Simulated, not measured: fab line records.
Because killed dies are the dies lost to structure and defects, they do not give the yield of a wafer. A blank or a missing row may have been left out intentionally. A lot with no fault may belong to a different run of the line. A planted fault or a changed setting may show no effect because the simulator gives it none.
Code-filled problem report in 8D (eight disciplines) form	flow n5-finfet	the parts of the form that need people (team, actions taken, sign-off) are left out

1. WHAT IS WRONG
etch-rf-on-time-s at N5_BEOL_M2_ETCH_77 reads a mean of 3.84 s on 3 wafers of 3 lots; wafers without a fault read 5.20 s with a standard deviation of 0.18. Measured from the usual mean, that is -7.6 standard deviations.
The step: etches underlayer in N2/H2, target depth 6.5 nm, time 5.2 s.
First observed at day 10 11:09: wafer L316.6, on rie-diel-04. The record has a number at this step for 25 wafers belonging to 9 lots. By rule, "out" or "out of limits" means more than 4 standard deviations away from the usual mean. The other wafers with a number count as sound.

2. WHAT IT IS; WHAT IT IS NOT
question	is	is not
which readings at this step	etch-rf-on-time-s	drypump-motor-current-A, n2-flow-sccm, oes-product-au, rf-fwd-power-W, rf-vpp-V, showerhead-plenum-p-Torr
which lots	L316, L317, L320	L300, L304, L305, L307, L308, L310
which wafers of those lots	L316.6, L317.6, L320.1	L316.5, L317.2, L320.4, L320.5
read on which tools	rie-diel-04	rie-diel-02, rie-diel-06
when	from day 10 11:09	up to then (19 sound wafers); but 3 sound wafers of L317, L320 came after

3. WHAT RULES OUT EACH SUSPECT
Counting: if a tool at a process step up to the reading ran every lot that is out, it stays a suspect. Sound lots after the first of them don't rule it out here, since some wafers of a struck lot are sound.
- rie-diel-04 at N5_BEOL_M2_ETCH_77 (etches underlayer in N2/H2, target depth 6.5 nm, time 5.2 s): kept. Ran every lot that is out, first one L316 (day 10 11:09); last sound lot up to then L304 (day 7 17:36). Its own etch-rf-on-time-s readings are out on those wafers.
After counting, what remains is rie-diel-04 at N5_BEOL_M2_ETCH_77.

4. THE CAUSE (what the simulator had put in)
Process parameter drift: rie-diel-04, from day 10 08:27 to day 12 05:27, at N5_BEOL_M2_ETCH_77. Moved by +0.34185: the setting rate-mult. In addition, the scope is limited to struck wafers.
Only this tool survived the counting.

5. THE CHAIN OF EFFECTS, in route order
Rows list readings where the struck wafers' mean (over those with a number) sits beyond 3 standard deviations from the usual. Readings are gone through only where the record gives a usual standard deviation; hours: the median, over the lots, of the time from a lot's start at the first step in this table giving one to that lot's start at this step; sigmas: the change measured in usual standard deviations.
hours	step	reading	usual	on struck wafers	change	sigmas
0	N5_BEOL_M2_ETCH_77	etch-rf-on-time-s	5.20 s	3.84	-1.36	-7.6
The process steps in it:
- N5_BEOL_M2_ETCH_77: etches underlayer in N2/H2, target depth 6.5 nm, time 5.2 s.
Later steps that measure or inspect, where all struck wafers having a row at the step show a number for every such reading and not one has moved that far: N5_BEOL_M4_RC_MEAS_101.

6. HOW IT WOULD HAVE BEEN CAUGHT EARLIER
First out-of-limits reading in this record: day 10 11:09, which is 3 hours after fault onset at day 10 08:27.
